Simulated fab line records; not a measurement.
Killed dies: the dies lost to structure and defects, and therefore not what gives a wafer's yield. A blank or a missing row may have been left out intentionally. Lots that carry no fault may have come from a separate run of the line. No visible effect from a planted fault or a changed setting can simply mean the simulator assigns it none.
fab line records	flow n5-finfet
[record] lots = 7	wafers = 21
route steps=1938 shown BEOL_M3@970 BEOL_M4@1040 BEOL_M5@1116 BEOL_M6@1194
start-h: hours from the record's first day to the start of the lot's first wafer shown	wait-h: hours since the lot's step before	" as in the row above	L1.1+2: several wafers, shown together as one row	- no value, or no start was given	* or withheld: withheld	< > ~ a bound
route shown NAME@n: NAME is a module with steps in the file, n the number in the route of the first one	usual: mean/standard deviation of fault-free wafers	same: alike in all rows	chamber/n: place in a boat	sites: per-site readings	_std_site: their standard deviation	_edge_site: inner sites' mean taken away from outer sites' mean	radius-mm: how far each site lies from the wafer's centre	mask NAME#n: copy n	behind: the most recent tool/chamber to have shaped the wafer	hold: cause of the lot's hold/its duration in hours/its outcome	device: the n, p or np transistor that did not switch	end of line: at the end of the route, the tests of the same wafers	a step with no rows: only its recipe	killed: at the first sort, the dies lost to defects and structure; wafer yield is something else	map: dies across one wafer; x = killed, . = not, _ = none there
set.NAME: setting as actually run; set.NAME@STEP: the setting as run at that earlier step	model.NAME: the simulator's own value behind a step, which no gauge read
one table per step and one row per wafer, for lots whose settings were changed on purpose
[[steps]]
[step N5_BEOL_M3_ETCH_77]
[recipe] chemistry = N2/H2	target = underlayer	target-depth-a = 65	mask-material = CAR-EUV	time-s = 5.2	ion-energy-ev = 200	pressure-mtorr = 30	source-w = 840	bias-w = 150	n2-flow-sccm = 200	h2-flow-sccm = 200	ends = cleared
lot.wafer	tool	chamber	start-h	wait-h	set.h2-flow-sccm	set.spin-rpm@BEOL_M3_COAT_76	model.etch.depth-nm
L076.1	rie-diel-02	0	164.33	0.0	211.2	1500	5.01
L076.4	"	3	"	"	211.2	1500	5.009
L076.5	"	1	"	"	211.2	1500	5.004
L075.2	rie-diel-06	2	169.89	0.0	200	1500	4.997
L075.3	"	3	"	"	191.6	1500	4.997
L075.4	"	0	"	"	191.6	1500	4.995
L078.1	rie-diel-02	1	182.31	0.0	200	1500	4.99
L078.4	"	2	"	"	200	1500	5.002
L078.6	"	0	"	"	200	1500	4.997
L084.1	rie-diel-02	1	208.48	0.0	207.6	1382	5.198
L084.2	"	3	"	"	200	1382	5.184
L084.5	"	3	"	"	207.6	1382	5.21
L090.1	rie-diel-06	2	246.64	0.0	200	1500	5.01
L090.2	"	0	"	"	190.1	1500	4.999
L090.4	"	1	"	"	190.1	1500	4.988
L094.1	rie-diel-02	2	283.62	0.0	200	1409	5.148
L094.3	"	3	"	"	200	1500	4.987
L094.5	"	2	"	"	200	1409	5.138
L095.1	rie-diel-06	3	286.68	0.0	191.3	1585	4.856
L095.2	"	2	"	"	200	1500	5.003
L095.6	"	2	"	"	200	1585	4.867
[step N5_BEOL_M4_ETCH_64]
[recipe] chemistry = N2/H2	target = SOC	target-depth-a = 750	overetch-a = 225	mask-material = SiARC	temp-c = 40	time-s = 121.9	ion-energy-ev = 200	pressure-mtorr = 30	source-w = 840	bias-w = 150	n2-flow-sccm = 200	h2-flow-sccm = 200
[usual] rf-vpp-V = 524.9/2.3
lot.wafer	tool	chamber	start-h	wait-h	set.bias-w	rf-vpp-V	model.SiARC_of_BEOL_M4_COAT_62.thk-nm
L076.1	rie-diel-05	2	177.70	0.0	169.7	570.7	4.8
L076.4	"	3	"	"	150	526.5	6.6
L076.5	"	2	"	"	169.7	570.3	4.8
L075.2	rie-diel-03	2	182.56	0.0	150	524.5	6.2
L075.3	"	1	"	"	171.4	570.3	5.4
L075.4	"	0	"	"	150	528.1	6.2
L078.1	rie-diel-03	0	190.21	0.0	150	527.6	6.2
L078.4	"	3	"	"	150	520.5	6.4
L078.6	"	0	"	"	150	526.9	6
L084.1	rie-diel-03	0	219.26	0.0	150	526.9	6.2
L084.2	"	2	"	"	123.6	463.3	7.6
L084.5	"	1	"	"	123.6	462.0	7.8
L090.1	rie-diel-05	0	267.10	0.0	161.6	546.8	6
L090.2	"	2	"	"	150	529.1	5.8
L090.4	"	1	"	"	161.6	546.7	5.8
L094.1	rie-diel-01	0	307.38	0.0	150	522.8	6.4
L094.3	"	2	"	"	134	490.6	7.2
L094.5	"	0	"	"	134	487.8	7.2
L095.1	rie-diel-05	0	310.40	0.0	150	523.4	6.6
L095.2	"	2	"	"	150	527.8	5.8
L095.6	"	1	"	"	150	520.3	6.2
[step N5_BEOL_M4_COAT_67]
[recipe] resist = SOC	temp-c = 250	time-s = 60	spin-rpm = 1500	resist-thk-nm = 60
lot.wafer	tool	chamber	start-h	wait-h	set.spin-rpm	model.SOC_of_BEOL_M4_COAT_67.thk-nm
L076.1	litho-track-01	0	178.09	0.0	1441	61
L076.4+5	"	0	"	"	1500	59.8
L075.2	litho-track-04	0	182.95	0.0	1500	59.8
L075.3	"	0	"	"	1500	60
L075.4	"	0	"	"	1664	56.8
L078.1	litho-track-05	0	190.60	0.0	1500	59.8
L078.4	"	0	"	"	1500	60
L078.6	"	0	"	"	1500	60.2
L084.1	litho-track-05	0	219.74	0.0	1500	60
L084.2	"	0	"	"	1434	61.4
L084.5	"	0	"	"	1434	61.6
L090.1	litho-track-01	0	267.50	0.0	1500	60.2
L090.2+4	"	0	"	"	1571	58.6
L094.1	litho-track-04	0	307.79	0.0	1500	60
L094.3	"	0	"	"	1500	59.8
L094.5	"	0	"	"	1375	62.6
L095.1+2	litho-track-05	0	310.79	0.0	1500	60
L095.6	"	0	"	"	1655	57.2
[step N5_BEOL_M4_COAT_68]
[recipe] resist = SiARC	temp-c = 220	time-s = 60	spin-rpm = 1500	resist-thk-nm = 12
[step N5_BEOL_M4_COAT_76]
[recipe] resist = underlayer	temp-c = 205	time-s = 60	spin-rpm = 1500	resist-thk-nm = 5
[step N5_BEOL_M4_ALD_98]
[recipe] material = SiO2	target-thk-a = 25	temp-c = 100	ald-precursor-family = BDEAS	ald-co-reactant = O2-plasma	pulse-time-s = 1	co-reactant-pulse-time-s = 1	purge-time-s = 2	co-reactant-purge-time-s = 2	ald-cycles = 17	pressure-torr = 2
[step N5_BEOL_M4_ETCHBACK_99]
[recipe] chemistry = CHF3	target = SiO2	target-depth-a = 50	time-s = 10.4	source-w = 215	bias-w = 47	Ar_flow_sccm = 200	CHF3_flow_sccm = 12	ion-energy-ev = 100	pressure-mtorr = 30
[step N5_BEOL_M4_ETCH_70]
[recipe] chemistry = N2/H2	target = SOC	target-depth-a = 800	overetch-a = 240	mask-material = SiARC	temp-c = 40	time-s = 130	ion-energy-ev = 200	pressure-mtorr = 30	source-w = 840	bias-w = 150	n2-flow-sccm = 200	h2-flow-sccm = 200
lot.wafer	tool	chamber	start-h	wait-h	set.spin-rpm@BEOL_M4_COAT_67	model.etch.depth-nm
L076.1	rie-diel-03	2	183.25	0.0	1441	60.96
L076.4	"	0	"	"	1500	59.77
L076.5	"	2	"	"	1500	59.73
L075.2	rie-diel-03	2	189.24	0.0	1500	59.84
L075.3	"	0	"	"	1500	60.09
L075.4	"	3	"	"	1664	56.87
L078.1	rie-diel-05	3	197.46	0.0	1500	59.81
L078.4	"	1	"	"	1500	59.98
L078.6	"	2	"	"	1500	60.15
L084.1	rie-diel-05	0	231.06	0.0	1500	59.98
L084.2	"	3	"	"	1434	61.44
L084.5	"	1	"	"	1434	61.54
L090.1	rie-diel-05	0	276.90	0.0	1500	60.11
L090.2	"	2	"	"	1571	58.51
L090.4	"	2	"	"	1571	58.63
L094.1	rie-diel-05	2	309.50	0.0	1500	60
L094.3	"	3	"	"	1500	59.73
L094.5	"	0	"	"	1375	62.51
L095.1	rie-diel-03	0	312.85	0.0	1500	59.91
L095.2	"	3	"	"	1500	60.05
L095.6	"	1	"	"	1655	57.3
[step N5_BEOL_M4_DEP_57]
[recipe] material = SiCN	target-thk-a = 80	temp-c = withheld	precursor = 3MS/NH3	pressure-torr = 3	rf-w = 202	time-s = 14
lot.wafer	tool	chamber	start-h	wait-h	set.time-s	model.SiCN_of_BEOL_M4_DEP_57.thk-nm
L076.1	pecvd-03	2	187.52	0.0	14	7.8
L076.4	"	1	"	"	15.93	9.2
L076.5	"	2	"	"	15.93	9
L075.2+4	pecvd-03	1	193.41	0.0	14	8.2
L075.3	"	2	"	"	14	8
L078.1+4	pecvd-01	0	201.81	0.0	14	8.2
L078.6	"	2	"	"	14	8
L084.1	pecvd-02	2	235.59	0.0	12.74	7
L084.2	"	0	"	"	12.74	7.4
L084.5	"	1	"	"	14	7.8
L090.1+2	pecvd-03	0,1	281.31	0.0	14	7.8
L090.4	"	0	"	"	14	8
L094.1+5	pecvd-01	2,1	313.70	0.0	12.77	7.2
L094.3	"	1	"	"	14	7.6
L095.1+6	pecvd-02	1	317.72	0.0	14	8.2
L095.2	"	0	"	"	14.67	8.6
[step N5_BEOL_M5_HM_DEP_02]
[recipe] material = TiN	target-thk-a = 200	temp-c = 25	chamber-pressure-pa = 0.49996
lot.wafer	tool	chamber	start-h	wait-h	set.target-thk-a	model.TiN_of_BEOL_M5_HM_DEP_02.thk-nm
L076.1	pvd-sputter-02	-	190.14	0.4	211	20.6
L076.4	"	-	"	"	211	21
L076.5	"	-	"	"	200	19.2
L075.2+3	pvd-sputter-02	-	196.69	1.4	200	20.2
L075.4	"	-	"	"	191.8	19
L078.1+4	pvd-sputter-02	-	203.71	0.2	200	19.8
L078.6	"	-	"	"	200	19.4
L084.1+5	pvd-sputter-03	-	239.47	2.2	218.4	22
L084.2	"	-	"	"	200	19.8
L090.1	pvd-sputter-03	-	285.15	2.1	200	20.2
L090.2+4	"	-	"	"	200	20
L094.1	pvd-sputter-03	-	316.50	1.1	207.7	20.8
L094.3	"	-	"	"	200	20
L094.5	"	-	"	"	207.7	21
L095.1+6	pvd-sputter-02	-	321.34	1.4	200	20
L095.2	"	-	"	"	200	19.8
[step N5_BEOL_M5_COAT_59]
[recipe] resist = SOC	temp-c = 250	time-s = 60	spin-rpm = 1500	resist-thk-nm = 60
lot.wafer	tool	chamber	start-h	wait-h	set.spin-rpm	model.SOC_of_BEOL_M5_COAT_59.thk-nm
L076.1+5	litho-track-03	0	190.27	0.1	1659	57.2
L076.4	"	0	"	"	1500	60
L075.2+3+4	litho-track-03	0	196.81	0.1	1500	60
L078.1+4	litho-track-03	0	203.84	0.1	1500	60
L078.6	"	0	"	"	1500	60.2
L084.1+2	litho-track-04	0	241.91	2.4	1500	60
L084.5	"	0	"	"	1658	57.2
L090.1+2	litho-track-04	0	285.28	0.1	1452	61.4
L090.4	"	0	"	"	1500	60.4
L094.1+3+5	litho-track-02	0	316.63	0.1	1500	60.4
L095.1	litho-track-02	0	321.46	0.1	1500	60.4
L095.2	"	0	"	"	1424	61.8
L095.6	"	0	"	"	1424	62
[step N5_BEOL_M5_COAT_60]
[recipe] resist = SiARC	temp-c = 220	time-s = 60	spin-rpm = 1500	resist-thk-nm = 12
[step N5_BEOL_M5_COAT_71]
[recipe] resist = underlayer	temp-c = 205	time-s = 60	spin-rpm = 1500	resist-thk-nm = 5
[step N5_BEOL_M5_ETCH_72]
[recipe] chemistry = N2/H2	target = underlayer	target-depth-a = 65	mask-material = CAR-EUV	time-s = 5.2	ion-energy-ev = 200	pressure-mtorr = 30	source-w = 840	bias-w = 150	n2-flow-sccm = 200	h2-flow-sccm = 200	ends = cleared
[step N5_BEOL_M5_ETCH_61]
[recipe] chemistry = CF4	target = SiARC	target-depth-a = 156	mask-material = CAR-EUV	time-s = 26	ion-energy-ev = 80	pressure-mtorr = 40	source-w = 545	bias-w = 36	Ar_flow_sccm = 100	cf4-flow-sccm = 100	ends = cleared
[step N5_BEOL_M5_ETCH_62]
[recipe] chemistry = N2/H2	target = SOC	target-depth-a = 750	overetch-a = 150	mask-material = SiARC	temp-c = 40	time-s = 112.5	ion-energy-ev = 200	pressure-mtorr = 30	source-w = 840	bias-w = 150	n2-flow-sccm = 200	h2-flow-sccm = 200
lot.wafer	tool	chamber	start-h	wait-h	set.spin-rpm@BEOL_M5_COAT_59	model.etch.depth-nm
L076.1	rie-diel-02	3	190.93	0.0	1659	57.29
L076.4	"	0	"	"	1500	60.05
L076.5	"	3	"	"	1659	57.11
L075.2+4	rie-diel-04	0,1	197.39	0.0	1500	60.01
L075.3	"	1	"	"	1500	59.93
L078.1+4	rie-diel-02	3,2	204.33	0.0	1500	59.99
L078.6	"	1	"	"	1500	60.21
L084.1	rie-diel-04	2	242.51	0.0	1500	60.05
L084.2	"	1	"	"	1500	60
L084.5	"	3	"	"	1658	57.11
L090.1	rie-diel-02	2	285.74	0.0	1452	61.42
L090.2	"	1	"	"	1452	61.32
L090.4	"	0	"	"	1500	60.46
L094.1	rie-diel-06	0	317.22	0.0	1500	60.39
L094.3	"	2	"	"	1500	60.46
L094.5	"	3	"	"	1500	60.34
L095.1	rie-diel-02	3	321.93	0.0	1500	60.34
L095.2	"	0	"	"	1424	61.88
L095.6	"	2	"	"	1424	61.94
[step N5_BEOL_M5_STRIP_63]
[recipe] chemistry = N2/H2	temp-c = 40	n2-flow-sccm = 200	h2-flow-sccm = 200	rf-frequency-hz = 6e+07
[step N5_BEOL_M5_STRIP_73]
[recipe] chemistry = N2/H2	temp-c = 40	n2-flow-sccm = 200	h2-flow-sccm = 200	rf-frequency-hz = 6e+07
[step N5_BEOL_M5_STRIP_64]
[recipe] chemistry = CF4	resist = SiARC	power-w = 300	bias-power-w = 75	pressure-mtorr = 50	cf4-flow-sccm = 150	rf-frequency-hz = 6e+07
[step N5_BEOL_M5_HM_OPEN_17]
[recipe] chemistry = Cl2/BCl3	target-depth-a = 200	overetch-a = 60	target = TiN	mask-material = SOC	ion-energy-ev = 150	pressure-mtorr = 10	icp-w = 1000	bias-w = 126	Cl2_flow_sccm = 53.25	bcl3-flow-sccm = 21.75	Ar_flow_sccm = 25
lot.wafer	tool	chamber	start-h	wait-h	set.target-thk-a@BEOL_M5_HM_DEP_02	set.spin-rpm@BEOL_M5_COAT_59	model.etch.depth-nm	model.SOC_of_BEOL_M5_COAT_59.thk-nm
L076.1	rie-metal-03	0	191.09	0.0	211	1659	20.62	49.4
L076.4	"	0	"	"	211	1500	20.98	52.2
L076.5	"	0	"	"	200	1659	19.26	49.2
L075.2	rie-metal-03	0	197.56	0.0	200	1500	20.16	52.2
L075.3	"	0	"	"	200	1500	20.1	52
L075.4	"	1	"	"	191.8	1500	19.05	51.8
L078.1	rie-metal-01	0	204.61	0.1	200	1500	19.76	51.8
L078.4	"	0	"	"	200	1500	19.76	52
L078.6	"	0	"	"	200	1500	19.4	52.2
L084.1	rie-metal-02	1	242.68	0.0	218.4	1500	22.05	52.2
L084.2	"	0	"	"	200	1500	19.83	52
L084.5	"	0	"	"	218.4	1658	21.94	49
L090.1	rie-metal-03	0	285.91	0.0	200	1452	20.2	53.4
L090.2	"	1	"	"	200	1452	19.99	53
L090.4	"	1	"	"	200	1500	19.92	52
L094.1	rie-metal-03	1	317.39	0.0	207.7	1500	20.74	52.2
L094.3	"	0	"	"	200	1500	20.09	52.6
L094.5	"	1	"	"	207.7	1500	20.96	52.2
L095.1	rie-metal-02	0	322.10	0.0	200	1500	19.91	52.4
L095.2	"	0	"	"	200	1424	19.77	53.8
L095.6	"	0	"	"	200	1424	19.99	54
[step N5_BEOL_M5_STRIP_19]
[recipe] chemistry = O2	power-w = 400	temp-c = 40	pressure-mtorr = 30	rf-frequency-hz = 6e+07	bias-power-w = 0	overash-fraction = 0.2	o2-flow-sccm = 225
[step N5_BEOL_M5_STRIP_85]
[recipe] chemistry = C4F6/O2	resist = SiARC	rf-frequency-hz = 6e+07
[step N5_BEOL_M5_STRIP_36]
[recipe] chemistry = N2/H2	power-w = 450	temp-c = 40	pressure-mtorr = 20	rf-frequency-hz = 6e+07	overash-fraction = 0.3	bias-power-w = 7	h2-frac = 0.5	n2-flow-sccm = 200	h2-flow-sccm = 200
[step N5_BEOL_M5_TRENCH_ETCH_37]
[recipe] chemistry = C4F6/O2	target-depth-a = 716.52	target = SiCOH_lowk	time-s = 24.7	ion-energy-ev = 250	pressure-mtorr = 30	source-w = 345	bias-w = 185	Ar_flow_sccm = 300	C4F6_flow_sccm = 10	O2_flow_sccm = 10
lot.wafer	tool	chamber	start-h	wait-h	set.target-thk-a@BEOL_M5_HM_DEP_02	model.TiN_of_BEOL_M5_HM_DEP_02.thk-nm
L076.1	rie-diel-02	3	-	-	211	18.6
L076.4	"	1	"	"	211	18.8
L076.5	"	2	"	"	200	17.2
L075.2+3	rie-diel-02	1,2	-	-	200	18
L075.4	"	3	"	"	191.8	17
L078.1+4	rie-diel-02	3,1	-	-	200	17.6
L078.6	"	1	"	"	200	17.2
L084.1	rie-diel-04	2	-	-	218.4	20
L084.2	"	1	"	"	200	17.8
L084.5	"	3	"	"	218.4	19.8
L090.1	rie-diel-06	0	-	-	200	18
L090.2+4	"	1,2	"	"	200	17.8
L094.1	rie-diel-02	3	-	-	207.7	18.8
L094.3	"	2	"	"	200	18
L094.5	"	2	"	"	207.7	19
L095.1+6	rie-diel-04	0,2	-	-	200	17.8
L095.2	"	3	"	"	200	17.6
[step N5_BEOL_M6_ILD_DEP_00]
[recipe] material = SiCOH_lowk	target-thk-a = 1797.5	temp-c = 300	precursor = DEMS/porogen	pressure-torr = 5	rf-w = 500	time-s = 33.4
lot.wafer	tool	chamber	start-h	wait-h	set.temp-c	model.SiCOH_lowk_of_BEOL_M6_ILD_DEP_00.thk-nm
L076.1	pecvd-01	1	199.97	0.0	300	180
L076.4	"	0	"	"	304.2	174
L076.5	"	1	"	"	304.2	175.4
L075.2	pecvd-01	0	207.43	0.0	300	177.8
L075.3	"	2	"	"	300	176
L075.4	"	1	"	"	300	181.2
L078.1	pecvd-04	0	214.39	0.0	300	177.8
L078.4	"	0	"	"	300	178.6
L078.6	"	2	"	"	300	181
L084.1	pecvd-03	0	252.32	0.0	300	183.4
L084.2	"	2	"	"	300	181.6
L084.5	"	0	"	"	300	185.4
L090.1	pecvd-04	1	298.10	0.0	300	177
L090.2	"	0	"	"	295.4	183.6
L090.4	"	2	"	"	295.4	185.6
L094.1	pecvd-01	2	328.52	0.0	300	179
L094.3	"	2	"	"	300	180.6
L094.5	"	0	"	"	300	182
L095.1	pecvd-01	2	332.08	0.0	305.9	173.2
L095.2	"	0	"	"	300	180.4
L095.6	"	1	"	"	300	183.4
[step N5_BEOL_M6_CURE_74]
[recipe] temp-c = 385	time-s = 240	ambient = He/Ar	material = SiCOH_lowk
lot.wafer	tool	chamber	start-h	wait-h	set.temp-c@BEOL_M6_ILD_DEP_00	model.SiCOH_lowk_of_BEOL_M6_ILD_DEP_00.thk-nm
L076.1	uv-cure-02	2	200.03	0.0	300	155.2
L076.4	"	2	"	"	304.2	150
L076.5	"	2	"	"	304.2	151.2
L075.2	uv-cure-02	1	207.58	0.1	300	153.4
L075.3	"	1	"	"	300	151.8
L075.4	"	1	"	"	300	156.4
L078.1	uv-cure-03	2	214.45	0.0	300	153.4
L078.4	"	2	"	"	300	154
L078.6	"	2	"	"	300	156.2
L084.1	uv-cure-02	1	252.38	0.0	300	158.2
L084.2	"	1	"	"	300	156.6
L084.5	"	1	"	"	300	159.8
L090.1	uv-cure-03	2	298.16	0.0	300	152.6
L090.2	"	2	"	"	295.4	158.4
L090.4	"	2	"	"	295.4	160
L094.1	uv-cure-01	2	328.61	0.1	300	154.4
L094.3	"	2	"	"	300	155.8
L094.5	"	2	"	"	300	157
L095.1	uv-cure-01	2	332.14	0.0	305.9	149.2
L095.2	"	2	"	"	300	155.4
L095.6	"	2	"	"	300	158.2
[step N5_BEOL_M6_HM_DEP_02]
[recipe] material = TiN	target-thk-a = 200	temp-c = 25	chamber-pressure-pa = 0.49996
lot.wafer	tool	chamber	start-h	wait-h	set.target-thk-a	model.TiN_of_BEOL_M6_HM_DEP_02.thk-nm
L076.1	pvd-sputter-01	-	202.59	2.0	200	20.2
L076.4	"	-	"	"	176.2	18
L076.5	"	-	"	"	176.2	17.6
L075.2	pvd-sputter-02	-	210.45	2.4	222.7	22.2
L075.3	"	-	"	"	222.7	22.6
L075.4	"	-	"	"	200	20.2
L078.1	pvd-sputter-03	-	215.67	0.6	200	20.6
L078.4	"	-	"	"	200	20
L078.6	"	-	"	"	200	20.2
L084.1	pvd-sputter-03	-	253.74	0.8	220.7	22.2
L084.2	"	-	"	"	200	19.6
L084.5	"	-	"	"	200	20
L090.1+4	pvd-sputter-01	-	300.20	1.5	200	20
L090.2	"	-	"	"	200	20.2
L094.1	pvd-sputter-01	-	330.79	1.6	209.1	21
L094.3	"	-	"	"	209.1	21.2
L094.5	"	-	"	"	200	20.2
L095.1	pvd-sputter-03	-	336.08	3.4	209.7	20.6
L095.2	"	-	"	"	200	19.8
L095.6	"	-	"	"	209.7	20.8
[step N5_BEOL_M6_COAT_59]
[recipe] resist = SOC	temp-c = 250	time-s = 60	spin-rpm = 1500	resist-thk-nm = 100
[step N5_BEOL_M6_COAT_60]
[recipe] resist = SiARC	temp-c = 220	time-s = 60	spin-rpm = 1500	resist-thk-nm = 35
[step N5_BEOL_M6_STRIP_68]
[recipe] chemistry = N2/H2	temp-c = 40	n2-flow-sccm = 200	h2-flow-sccm = 200	rf-frequency-hz = 6e+07
[step N5_BEOL_M6_STRIP_67]
[recipe] chemistry = CF4	resist = SiARC	power-w = 300	bias-power-w = 75	pressure-mtorr = 50	cf4-flow-sccm = 150	rf-frequency-hz = 6e+07
[step N5_BEOL_M6_HM_OPEN_17]
[recipe] chemistry = Cl2/BCl3	target-depth-a = 200	overetch-a = 60	target = TiN	mask-material = SOC	ion-energy-ev = 150	pressure-mtorr = 10	icp-w = 1000	bias-w = 126	Cl2_flow_sccm = 53.25	bcl3-flow-sccm = 21.75	Ar_flow_sccm = 25
lot.wafer	tool	chamber	start-h	wait-h	set.target-thk-a@BEOL_M6_HM_DEP_02	model.etch.depth-nm
L076.1	rie-metal-02	0	203.45	0.0	200	20.27
L076.4	"	0	"	"	176.2	17.96
L076.5	"	1	"	"	176.2	17.64
L075.2	rie-metal-01	0	211.34	0.1	222.7	22.28
L075.3	"	0	"	"	222.7	22.57
L075.4	"	0	"	"	200	20.16
L078.1	rie-metal-03	0	216.53	0.0	200	20.64
L078.4	"	0	"	"	200	20.07
L078.6	"	0	"	"	200	20.1
L084.1	rie-metal-02	0	254.61	0.0	220.7	22.24
L084.2	"	1	"	"	200	19.69
L084.5	"	1	"	"	200	20.01
L090.1	rie-metal-01	0	301.08	0.0	200	20.1
L090.2	"	1	"	"	200	20.11
L090.4	"	0	"	"	200	20.08
L094.1	rie-metal-01	1	331.65	0.0	209.1	21.06
L094.3	"	1	"	"	209.1	21.12
L094.5	"	1	"	"	200	20.28
L095.1	rie-metal-03	0	336.94	0.0	209.7	20.67
L095.2	"	1	"	"	200	19.76
L095.6	"	1	"	"	209.7	20.79
[[key]]
[split] step = N5_BEOL_M3_ETCH_77	setting = h2-flow-sccm	stated = 200	by = wafer
response none clear
[split] step = N5_BEOL_M4_ETCH_64	setting = bias-w	stated = 150	by = wafer
[response] step = N5_BEOL_M4_ETCH_64	reading = rf-vpp-V	change = +3.3	per = 1%	r = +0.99
[response] step = N5_BEOL_M4_ETCH_64	reading = model.SiARC_of_BEOL_M4_COAT_62.thk-nm	change = -0.0805	per = 1%	r = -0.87
[split] step = N5_BEOL_M4_COAT_67	setting = spin-rpm	stated = 1500	by = wafer
[response] step = N5_BEOL_M4_COAT_67	reading = model.SOC_of_BEOL_M4_COAT_67.thk-nm	change = -0.295	per = 1%	r = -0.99
[response] step = N5_BEOL_M4_ETCH_70	reading = model.etch.depth-nm	change = -0.29	per = 1%	r = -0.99
[split] step = N5_BEOL_M4_DEP_57	setting = time-s	stated = 14	by = wafer
[response] step = N5_BEOL_M4_DEP_57	reading = model.SiCN_of_BEOL_M4_DEP_57.thk-nm	change = +0.0775	per = 1%	r = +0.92
[split] step = N5_BEOL_M5_HM_DEP_02	setting = target-thk-a	stated = 200	by = wafer
[response] step = N5_BEOL_M5_HM_DEP_02	reading = model.TiN_of_BEOL_M5_HM_DEP_02.thk-nm	change = +0.255	per = 1%	r = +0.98
[response] step = N5_BEOL_M5_HM_OPEN_17	reading = model.etch.depth-nm	change = +0.244	per = 1%	r = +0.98
[response] step = N5_BEOL_M5_TRENCH_ETCH_37	reading = model.TiN_of_BEOL_M5_HM_DEP_02.thk-nm	change = +0.24	per = 1%	r = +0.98
[split] step = N5_BEOL_M5_COAT_59	setting = spin-rpm	stated = 1500	by = wafer
[response] step = N5_BEOL_M5_COAT_59	reading = model.SOC_of_BEOL_M5_COAT_59.thk-nm	change = -0.27	per = 1%	r = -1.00
[response] step = N5_BEOL_M5_ETCH_62	reading = model.etch.depth-nm	change = -0.277	per = 1%	r = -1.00
[response] step = N5_BEOL_M5_HM_OPEN_17	reading = model.SOC_of_BEOL_M5_COAT_59.thk-nm	change = -0.289	per = 1%	r = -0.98
[split] step = N5_BEOL_M6_ILD_DEP_00	setting = temp-c	stated = 300	by = wafer
[response] step = N5_BEOL_M6_ILD_DEP_00	reading = model.SiCOH_lowk_of_BEOL_M6_ILD_DEP_00.thk-nm	change = -4.42	per = 1%	r = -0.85
[response] step = N5_BEOL_M6_CURE_74	reading = model.SiCOH_lowk_of_BEOL_M6_ILD_DEP_00.thk-nm	change = -3.85	per = 1%	r = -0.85
[split] step = N5_BEOL_M6_HM_DEP_02	setting = target-thk-a	stated = 200	by = wafer
[response] step = N5_BEOL_M6_HM_DEP_02	reading = model.TiN_of_BEOL_M6_HM_DEP_02.thk-nm	change = +0.206	per = 1%	r = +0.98
[response] step = N5_BEOL_M6_HM_OPEN_17	reading = model.etch.depth-nm	change = +0.209	per = 1%	r = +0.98
split outside-this-file step=N5_BEOL_M3_COAT_76 setting=spin-rpm
// split outside-this-file: this setting was split too, and the file shows its column; the key of that split is in another file
